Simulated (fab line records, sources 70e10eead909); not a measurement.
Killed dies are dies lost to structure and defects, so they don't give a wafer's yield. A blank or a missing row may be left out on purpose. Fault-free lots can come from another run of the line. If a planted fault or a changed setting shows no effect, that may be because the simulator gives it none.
Code-filled problem report in 8D (eight disciplines) form | flow nand-harc | the parts of the form that need people (team, actions taken, sign-off) are left out

## 1. THE ISSUE
thk-nm at NHARC_A_ONON_D2_THK_MEAS_11 reads a mean of 1077 nm on 6 wafers of 2 lots; wafers without a fault read 1000 nm with a standard deviation of 10. Relative to the usual mean, that is a shift of +7.7 standard deviations.
The step: measures by ellipsometry.
Earliest sighting: wafer L410.3 on film-metro-02 at day 14 15:42. Wafers with a number at this step in the record: 42, from 14 lots. Rule for "out" (also "out of limits"): further than 4 standard deviations from the usual mean. The other wafers with a number count as sound.

## 2. WHAT IT IS, WHAT IT ISN'T
question                    | is                           | is not
which readings at this step | thk-nm                       | -
which lots                  | L410, L411                   | L406, L407, L417, L418, L419, L420, L422, L423, L425, L426, L427, L428
which wafers of those lots  | all that have a number       | -
read on which gauges        | film-metro-01, film-metro-02 | -
when                        | from day 14 15:42            | up to then (3 sound wafers); but 33 sound wafers of L406, L417, L418, L419, L420, L422, L423, L425, L426, L427, L428 came after

## 3. THE SUSPECTS, EACH WITH WHAT RULES IT OUT
Counting: a tool stays on the suspect list if, at a process step up to the reading, it processed all lots that are out and no sound lot following the first of them.
- the gauge at NHARC_A_ONON_D2_THK_MEAS_11 has been ruled out. Those wafers that are out were read across 2 gauges (film-metro-01, film-metro-02).
- rie-diel-01 at NHARC_A_CHANNEL_FILL_D1_ETCHBACK_20 (etches the open film in C4F8/O2/Ar, target depth 27 nm, time 13.5 s): ruled out as a lasting fault. Following L410 (day 12 00:02), the first lot on it that is out, the sound lots L406, L418, L419 were run on it.
- ald-hk-02 at NHARC_A_CHANNEL_FILL_D1_ALD_25 (deposits SiOx, target thk 60 nm, pulse time 10 s, ald cycles 600): ruled out as a lasting fault. Following L410 (day 12 14:23), the first lot on it that is out, the sound lots L406, L417, L418, L420, L422, L427 were run on it.
- pecvd-onon-04 at NHARC_A_ONON_D2_DEP_09 (target thk 1000 nm): ruled out as a lasting fault. Following L410 (day 14 15:18), the first lot on it that is out, the sound lots L418, L420, L422, L425, L427 were run on it.
Left after counting: nothing in the record.

## 4. THE CAUSE (what the simulator had put in)
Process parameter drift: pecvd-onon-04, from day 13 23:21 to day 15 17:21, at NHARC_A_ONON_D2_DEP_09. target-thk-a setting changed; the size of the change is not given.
Counting ruled it out, wrongly: the rule takes a fault to strike every lot that its tool runs from its start on, and this one did not.

## 5. THE CHAIN OF EFFECTS, in route order
Each row: a reading where the mean over the struck wafers with a number is more than 3 standard deviations away from the usual. Only readings for which the record gives a usual standard deviation are gone through. hours: the time from each lot's start at the first step in this table that gives one to its start at this step, as a median over the lots. sigmas: the change in usual standard deviations.
hours | step                        | reading | usual   | on struck wafers | change | sigmas
0     | NHARC_A_ONON_D2_THK_MEAS_11 | thk-nm  | 1000 nm | 1077             | +77    | +7.7

## 6. WHAT WOULD HAVE CAUGHT IT SOONER
16 hours passed between the start of the fault at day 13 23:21 and the first reading out of limits at a measuring or inspecting step in this record, taken at day 14 15:42.
